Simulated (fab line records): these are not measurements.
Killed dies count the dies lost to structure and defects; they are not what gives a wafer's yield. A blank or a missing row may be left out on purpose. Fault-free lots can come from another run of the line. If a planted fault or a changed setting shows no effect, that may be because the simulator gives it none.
Chamber matching ; flow n5-finfet ; rie-diel-01 running N5_BEOL_M11_DESCUM_16: 4 sister chambers
The step chemistry O2, time 7.9 s. 14 wafers are shown with their chamber, then 7 later ones without.

== WAFERS, EACH WITH ITS CHAMBER ==
wafer;chamber;throttle-valve-pct (%);showerhead-plenum-p-Torr (Torr);drypump-motor-current-A (A)
L076.2;1;20.59;2.05;6.1
L076.3;2;20.57;2.15;6.0
L076.4;0;19.90;2.09;6.2
L088.1;1;20.62;2.04;6.0
L088.2;0;19.93;2.09;6.2
L088.3;2;20.59;2.15;6.0
L090.1;0;19.93;2.09;6.2
L090.3;2;20.62;2.14;6.0
L090.5;1;20.63;2.04;6.1
L089.2;3;20.40;2.04;5.8
L089.4;1;20.64;2.04;6.0
L089.6;1;20.63;2.04;6.1
L093.1;2;20.63;2.14;6.0
L093.5;1;20.63;2.04;6.1

SIGNATURES, as means of the wafers listed above
reading;chamber 0;chamber 1;chamber 2;chamber 3;scatter within a chamber
throttle-valve-pct;19.9200;20.6233;20.6025;20.4000;0.021
showerhead-plenum-p-Torr;2.0900;2.0417;2.1450;2.0400;0.00428
drypump-motor-current-A;6.200;6.067;6.000;5.800;0.0365
Rule: for each reading, subtract the chamber's mean from the wafer's reading, divide by that reading's scatter and square the result; add these up over the readings and take the root, which gives the wafer's distance from the chamber. If the next closest chamber is less than 2 further off than the closest, the wafer can't be placed; otherwise it belongs to the closest. The scatter: the root of (the sum of the squares of (reading less its chamber's mean) over the shown wafers, divided by (wafers less chambers)).

== WAFERS WITH NO CHAMBER GIVEN ==
wafer;throttle-valve-pct (%);showerhead-plenum-p-Torr (Torr);drypump-motor-current-A (A)
L093.6;20.64;2.14;6.0
L094.2;20.40;2.04;5.9
L094.3;20.65;2.04;6.0
L094.5;20.63;2.04;6.0
L097.2;20.65;2.04;6.0
L097.4;19.93;2.08;6.2
L097.5;20.65;2.04;6.0

== CHAMBER TAKEN BY EACH ==
wafer;from the rows above;in truth
L093.6;2;2
L094.2;3;3
L094.3;1;1
L094.5;1;1
L097.2;1;1
L097.4;0;0
L097.5;1;1
Placed correctly: 7 of 7. Not placeable from these rows: 0. Placed wrongly: 0.
